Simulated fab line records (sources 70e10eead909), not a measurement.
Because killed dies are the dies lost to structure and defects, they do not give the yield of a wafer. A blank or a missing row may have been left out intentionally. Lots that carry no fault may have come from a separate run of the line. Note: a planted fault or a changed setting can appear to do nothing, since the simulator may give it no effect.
fab line records	flow nandHarc
record lots=11	wafers=33	lastDay=33
route steps=1302 shown P_ZERO_WELL@18 P_STI@90 P_GATE@132 END@1302
lots that met no fault: taken from a fault-free run of the same line
startH: hours from the record's first day to the start of the lot's first wafer shown	waitH: hours elapsed since this lot's preceding step	" the same as in the row above	L1.1+2: several wafers, shown together as one row	- value missing, or start not given	* or withheld: withheld	< > ~ a bound
route shown NAME@n: NAME is a module with steps in the file, n the number in the route of the first one	usual: mean/standard deviation of fault-free wafers	same: alike in all rows	chamber/n: place in a boat	sites: the reading at each site	_std_site: standard deviation of those values	_edge_site: inner sites' mean taken away from outer sites' mean	radiusMm: how far each site lies from the wafer's centre	mask NAME#n: copy n	behind: the most recent tool/chamber to have shaped the wafer	hold: what put the lot on hold/how long, in hours/how the hold closed	device: transistor that didn't switch, given as n, p or np	end of line: the tests these same wafers got at the end of their route	step lacking rows: just its recipe	killed: at the first sort, the dies lost to defects and structure; wafer yield is something else	map: a wafer's dies, x killed, . not, _ none there
set.NAME: the setting that was run; set.NAME@STEP: the one run at that earlier step	model.NAME: the simulator's own value behind a step, which no gauge read
the route's steps for a sample of lots (tables are steps, rows are wafers)
services: when a tool's chamber went out of use (startH, in hours from the record's first day, below 0 if earlier), for how many hours, and the reason
## steps
# step NHARC_P_ZERO_WELL_ETCH_62
# recipe targetDepthA=130	timeS=6.5	chf3FlowSccm=50	arFlowSccm=200	rfW=500	biasW=200	chemistry=CHF3/Ar
# usual drypumpMotorCurrentA=5.7/0.4	mfcArSccm=199.9/0.63	oesProductAu=0.957/0.016	rfVppV=369.3/1.4	showerheadPlenumPTorr=2.28/0.056	throttleValvePct=20.217/0.0092
lot.wafer	tool	chamber	startH	waitH	drypumpMotorCurrentA	mfcArSccm	oesProductAu	rfHoursCounterH	rfVppV	showerheadPlenumPTorr	throttleValvePct
L875.4	rieDiel-07	2	-	-	5.4	200.0	0.958	28	370.4	2.27	20.223
L875.2	"	3	"	"	5.5	199.6	0.967	22	372.3	2.38	20.208
L875.3	"	0	"	"	5.5	200.5	0.966	28	366.3	2.21	20.232
L885.2	rieDiel-04	1	-	-	5.7	198.5	0.950	22	367.2	2.19	20.198
L885.4	"	3	"	"	6.3	199.5	0.949	45	370.1	2.35	20.232
L885.3	"	0	"	"	5.6	200.1	0.955	45	367.5	2.21	20.217
L886.3	rieDiel-12	0	-	-	6.6	200.4	0.941	12	369.1	2.26	20.216
L886.4	"	2	"	"	6.0	199.9	0.932	20	369.6	2.25	20.221
L886.2	"	3	"	"	5.7	199.7	0.926	18	370.1	2.29	20.205
L887.3	rieDiel-12	1	-	-	5.2	200.5	0.949	21	369.9	2.32	20.217
L887.4	"	2	"	"	6.1	200.4	0.958	24	368.5	2.25	20.234
L887.6	"	0	"	"	6.6	201.0	0.949	-	371.6	2.26	20.213
L889.4	rieDiel-12	2	-	-	6.0	199.7	0.947	32	368.0	2.25	20.210
L889.1	"	3	"	"	5.8	199.5	0.964	24	367.9	2.29	20.215
L889.6	"	3	"	"	5.8	200.7	0.961	-	370.4	2.29	20.216
L890.3	rieDiel-07	3	-	-	5.4	199.8	0.946	20	369.9	2.36	20.216
L890.2	"	0	"	"	5.4	199.7	0.945	21	368.6	2.19	20.224
L890.5	"	0	"	"	5.5	200.5	0.950	-	367.0	2.19	20.208
L891.3	rieDiel-12	0	-	-	6.6	200.3	0.962	29	368.5	2.25	20.219
L891.4	"	1	"	"	5.2	198.7	0.944	34	372.5	2.32	20.221
L891.5	"	2	"	"	6.1	199.8	0.943	-	367.6	2.25	20.205
L892.2	rieDiel-07	2	-	-	5.4	199.6	0.950	26	368.3	2.26	20.223
L892.3	"	3	"	"	5.5	200.1	0.931	26	370.1	2.36	20.217
L892.1	"	0	"	"	5.5	199.8	0.936	26	367.3	2.19	20.200
L893.3	rieDiel-07	2	-	-	5.4	199.5	0.957	29	368.5	2.25	20.212
L893.2	"	3	"	"	5.5	199.8	0.958	29	369.7	2.36	20.205
L893.5	"	0	"	"	5.5	199.8	0.937	-	367.1	2.19	20.213
L894.3	rieDiel-12	0	-	-	6.6	199.1	0.949	38	368.1	2.25	20.211
L894.5	"	3	"	"	5.7	199.9	0.937	-	370.9	2.29	20.224
L894.6	"	0	"	"	6.6	198.7	0.951	-	369.0	2.25	20.232
L895.3	rieDiel-12	1	-	-	5.2	199.8	0.964	47	371.1	2.31	20.211
L895.2	"	3	"	"	5.8	200.1	0.958	38	369.7	2.28	20.218
L895.6	"	0	"	"	6.6	198.6	0.973	-	368.1	2.25	20.224
# step NHARC_P_ZERO_WELL_EXPOSE_49
# recipe na=0.6	targetCdNm=2000	doseMj=22.64	maskId=P_HVPW
# usual reticleTempC=23.02/0.11
lot.wafer	tool	chamber	startH	waitH	mask	reticleTempC
L875.2	krfScanner-02	0	45.74	-	P_HVPW_R1#0	22.95
L875.3	"	0	"	"	P_HVPW_R1#0	23.02
L875.4	"	0	"	"	P_HVPW_R1#0	22.95
L885.2	krfScanner-04	0	146.63	-	P_HVPW#0	22.78
L885.3	"	0	"	"	P_HVPW#0	22.83
L885.4	"	0	"	"	P_HVPW#0	22.91
L886.2	krfScanner-03	0	155.62	-	P_HVPW#0	22.85
L886.3	"	0	"	"	P_HVPW#0	22.69
L886.4	"	0	"	"	P_HVPW#0	22.91
L887.3	krfScanner-04	0	165.79	-	P_HVPW#0	22.93
L887.4	"	0	"	"	P_HVPW#0	23.10
L887.6	"	0	"	"	P_HVPW#0	22.96
L889.1	krfScanner-02	0	185.73	-	P_HVPW#0	22.99
L889.4	"	0	"	"	P_HVPW#0	23.06
L889.6	"	0	"	"	P_HVPW#0	22.88
L890.2	krfScanner-04	0	195.86	-	P_HVPW#0	23.05
L890.3	"	0	"	"	P_HVPW#0	23.03
L890.5	"	0	"	"	P_HVPW#0	23.18
L891.3	krfScanner-02	0	205.73	-	P_HVPW#0	22.92
L891.4	"	0	"	"	P_HVPW#0	22.95
L891.5	"	0	"	"	P_HVPW#0	23.05
L892.1	krfScanner-02	0	215.45	-	P_HVPW#0	23.03
L892.2	"	0	"	"	P_HVPW#0	23.03
L892.3	"	0	"	"	P_HVPW#0	22.86
L893.2	krfScanner-03	0	228.81	-	P_HVPW#0	22.99
L893.3	"	0	"	"	P_HVPW#0	23.05
L893.5	"	0	"	"	P_HVPW#0	23.12
L894.3	krfScanner-02	0	235.98	-	P_HVPW#0	23.09
L894.5	"	0	"	"	P_HVPW#0	23.01
L894.6	"	0	"	"	P_HVPW#0	22.97
L895.2	krfScanner-04	0	245.69	-	P_HVPW#0	23.19
L895.3	"	0	"	"	P_HVPW#0	23.14
L895.6	"	0	"	"	P_HVPW#0	23.00
# step NHARC_P_ZERO_WELL_CD_MEAS_52
# recipe targetCdNm=2000	landingEnergyEv=500
# usual cdNm=2000.0/1.4
lot.wafer	tool	chamber	startH	waitH	cdNm
L875.2	cdSem-03	0	45.90	-	1925.8
L875.3	"	0	"	"	1927.0
L875.4	"	0	"	"	1927.1
L885.2	cdSem-03	0	146.78	-	2000.9
L885.3	"	0	"	"	2002.5
L885.4	"	0	"	"	2000.4
L886.2	cdSem-02	0	155.78	-	2001.5
L886.3	"	0	"	"	2000.7
L886.4	"	0	"	"	2000.3
L887.3	cdSem-01	0	165.94	-	1997.4
L887.4	"	0	"	"	1997.5
L887.6	"	0	"	"	1999.3
L889.1	cdSem-02	0	185.89	-	2000.3
L889.4	"	0	"	"	1999.9
L889.6	"	0	"	"	2001.6
L890.2	cdSem-02	0	196.01	-	1999.9
L890.3	"	0	"	"	2000.2
L890.5	"	0	"	"	1998.7
L891.3	cdSem-01	0	205.88	-	1998.8
L891.4	"	0	"	"	1996.6
L891.5	"	0	"	"	1998.9
L892.1	cdSem-01	0	215.61	-	1998.7
L892.2	"	0	"	"	2001.2
L892.3	"	0	"	"	2001.6
L893.2	cdSem-03	0	228.96	-	1999.3
L893.3	"	0	"	"	1998.9
L893.5	"	0	"	"	1999.0
L894.3	cdSem-03	0	236.13	-	2001.0
L894.5	"	0	"	"	2000.9
L894.6	"	0	"	"	2001.5
L895.2	cdSem-02	0	245.84	-	1998.4
L895.3	"	0	"	"	1998.7
L895.6	"	0	"	"	1998.7
# step NHARC_P_STI_ETCH_15
# recipe targetDepthA=3000	taperDeg=4	timeS=100.1	hbrFlowSccm=150	cl2FlowSccm=50	rfW=400	icpW=400	biasW=100	chemistry=HBr/Cl2
# usual drypumpMotorCurrentA=5.6/0.39	heBacksideLeakSccm=2.7/0.3	oesProductAu=1.000/0.0089	throttleValvePct=26.407/0.0092
lot.wafer	tool	chamber	startH	waitH	drypumpMotorCurrentA	heBacksideLeakSccm	oesProductAu	rfHoursCounterH	throttleValvePct
L875.3	rieSi-05	2	65.07	-	5.9	2.4	0.998	0.77	26.401
L875.2	"	3	"	"	5.8	3.0	1.018	0.63	26.404
L875.4	"	0	"	"	4.9	2.9	1.015	0.75	26.415
L885.2	rieSi-05	2	165.66	-	5.9	2.5	0.987	0.21	26.404
L885.4	"	3	"	"	5.8	2.8	1.006	0.23	26.417
L885.3	"	1	"	"	5.2	2.5	0.996	0.19	26.416
L886.4	rieSi-05	3	173.99	-	5.8	3.0	0.988	0.31	26.408
L886.3	"	0	"	"	5.0	2.9	0.994	0.25	26.414
L886.2	"	1	"	"	5.2	2.3	0.985	0.24	26.406
L887.4	rieSi-01	1	185.13	-	5.4	2.5	0.999	1.04	26.404
L887.3	"	3	"	"	5.9	2.6	0.988	1.07	26.411
L887.6	"	1	"	"	5.4	2.6	1.006	-	26.434
L889.1	rieSi-03	3	205.72	-	5.5	2.6	1.004	0.91	26.411
L889.4	"	0	"	"	5.5	2.6	1.015	0.78	26.401
L889.6	"	2	"	"	5.3	2.6	1.008	-	26.401
L890.2	rieSi-05	3	213.53	-	5.7	3.1	0.995	0.63	26.427
L890.3	"	1	"	"	5.1	2.4	0.988	0.46	26.421
L890.5	"	2	"	"	5.9	2.5	0.994	-	26.406
L891.4	rieSi-05	0	226.31	-	5.0	2.8	0.999	0.56	26.406
L891.3	"	1	"	"	5.1	2.3	0.996	0.53	26.415
L891.5	"	0	"	"	5.0	2.9	1.005	-	26.413
L892.2	rieSi-01	3	235.28	-	5.9	2.5	0.991	0.17	26.416
L892.1	"	0	"	"	6.3	3.0	0.994	0.17	26.420
L892.3	"	1	"	"	5.4	2.4	0.989	0.21	26.406
L893.3	rieSi-05	3	248.37	-	5.8	3.1	0.996	0.91	26.425
L893.2	"	1	"	"	5.1	2.3	0.979	0.69	26.394
L893.5	"	0	"	"	5.0	2.7	1.000	-	26.398
L894.3	rieSi-01	1	256.40	-	5.4	2.3	1.006	0.39	26.417
L894.6	"	0	"	"	6.3	3.0	0.991	-	26.394
L894.5	"	1	"	"	5.4	2.4	0.999	-	26.416
L895.3	rieSi-03	0	264.99	-	5.5	2.6	1.008	0.20	26.416
L895.2	"	1	"	"	5.7	2.7	1.005	0.20	26.423
L895.6	"	3	"	"	5.5	2.7	0.998	-	26.411
# step NHARC_P_GATE_DEP_103
# recipe targetThkA=300	targetThkNm=30	tempC=400	flowSccm=200	rfW=350	material=SiON
# usual heaterPowerW=732/88
lot.wafer	tool	chamber	startH	waitH	heaterPowerW
L875.2	pecvd-01	2	114.83	0.4	702
L875.3	"	0	"	"	757
L875.4	"	1	"	"	730
L885.3	pecvd-02	2	220.59	0.3	529
L885.2	"	0	"	"	747
L885.4	"	0	"	"	764
L886.3	pecvd-01	1	226.80	0.3	639
L886.2	"	0	"	"	774
L886.4	"	1	"	"	642
L887.3	pecvd-04	1	245.18	0.4	797
L887.6	"	1	"	"	801
L887.4	"	2	"	"	869
L890.2	pecvd-02	2	262.53	0.4	559
L890.3	"	1	"	"	681
L890.5	"	0	"	"	858
L889.1	pecvd-04	2	262.64	0.6	730
L889.6	"	1	"	"	857
L889.4	"	2	"	"	736
L891.3	pecvd-02	2	276.15	0.4	667
L891.5	"	0	"	"	710
L891.4	"	2	"	"	666
L892.1	pecvd-02	0	283.91	0.6	832
L892.3	"	1	"	"	714
L892.2	"	2	"	"	574
L893.2	pecvd-02	2	306.96	0.5	652
L893.3	"	2	"	"	670
L893.5	"	0	"	"	850
L894.3	pecvd-04	1	315.45	0.4	848
L894.5	"	0	"	"	720
L894.6	"	1	"	"	865
L895.2	pecvd-02	1	320.36	0.5	664
L895.3	"	0	"	"	755
L895.6	"	2	"	"	661
# step NHARC_END_SORT_01
# recipe tempC=25
# usual killedAtArray=52/20	killedAtOther=1.0/1.3	killedAtPeriphery=3.7/2.2	killedDies=57/20	killedOpen=3.2/1.6	killedShort=2.4/1.6
# same grossDies=677
lot.wafer	tool	chamber	startH	waitH	killedAtArray	killedAtOther	killedAtPeriphery	killedDies	killedOpen	killedShort
L887.3	prober-02	0	713.31	3.1	25	0	2	27	1	0
L887.4	prober-02	0	714.10	3.4	33	0	10	43	4	4
L887.6	prober-02	0	715.68	3.9	29	0	4	33	4	2
# killed by level:class
L887.3 A_CHANNEL_HOLE_D1:chamberFilmFlake=10 A_CONTACT:chamberFilmFlake=5 A_CHANNEL_FILL_D1:chamberFilmFlake=5 P_CONTACT:chamberFilmFlake=2 A_SLIT:chamberFilmFlake=2 A_CHANNEL_HOLE_D2:geometricParticle:open=1 A_WL_FILL:chamberFilmFlake=1 A_M0:chamberFilmFlake=1
L887.4 A_CHANNEL_HOLE_D1:chamberFilmFlake=11 P_CONTACT:chamberFilmFlake=8 A_STAIRCASE:chamberFilmFlake=4 A_CONTACT:chamberFilmFlake=4 A_CHANNEL_FILL_D1:chamberFilmFlake=3 A_SLIT:chamberFilmFlake=3 A_DECK1_JOINT:geometricParticle:open=2 A_ONON_D2:geometricParticle:short=2
L887.6 A_CHANNEL_HOLE_D1:chamberFilmFlake=11 A_CONTACT:chamberFilmFlake=6 A_SLIT:chamberFilmFlake=4 P_CONTACT:chamberFilmFlake=3 A_CHANNEL_FILL_D1:chamberFilmFlake=2 A_ONON_D2:geometricParticle:open=1 P_M0:geometricParticle:open=1 A_ONON_D1:geometricParticle:short=1
## services
tool	chamber	startH	hours	kind
rieDiel-07	3	23.87	2.7	repair
pecvd-02	2	37.83	10.9	repair
krfScanner-04	-	42.17	2.7	repair
pecvd-02	-	46.00	13.0	pm
rieDiel-07	0	46.80	7.3	repair
krfScanner-04	-	78.00	20.9	repair
rieDiel-12	-	91.78	9.0	pm
krfScanner-02	-	94.00	4.0	pm
rieDiel-07	1	109.79	4.7	repair
rieDiel-07	-	117.29	9.0	pm
rieSi-05	-	128.00	9.0	pm
rieDiel-12	0	138.79	6.6	repair
rieDiel-12	3	165.03	13.8	repair
rieDiel-07	3	173.98	3.1	repair
krfScanner-04	-	182.00	4.0	pm
krfScanner-04	-	198.34	0.3	repair
pecvd-02	-	218.20	0.9	repair
pecvd-02	-	227.00	13.0	pm
rieDiel-07	0	232.43	3.9	repair
rieDiel-12	2	240.43	25.3	repair
krfScanner-02	-	266.00	4.0	pm
rieDiel-12	-	268.96	9.0	pm
pecvd-02	1	299.59	17.3	repair
rieSi-05	-	305.00	9.0	pm
## key
firstSign step=NHARC_P_ZERO_WELL_EXPOSE_49	reading=mask	direction=changed
effect step=NHARC_P_ZERO_WELL_CD_MEAS_52	reading=cdNm	direction=down	sigmas=52	usual=2000.0	struck=1926.6
metAt NHARC_P_ZERO_WELL_EXPOSE_49
struckLots L875
testerLeftOut L875
notActingAt NHARC_P_ZERO_WELL_ETCH_62,NHARC_P_STI_ETCH_15,NHARC_P_GATE_DEP_103
fault kind=wrongMask	tool=any	chamber=-	onsetH=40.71	steps=NHARC_P_ZERO_WELL_EXPOSE_49	auxCopy=P_HVPW_R1#0	cdOffsetNm=-73.615	scope=struckLotsOnly
# testerLeftOut: of these lots the tester's yield and bins aren't shown, on N5 and GAA mostly nor the transistor test; their killed dies are dies lost to structure and defects alone, not to doping, threshold or leakage, so they don't give the yield
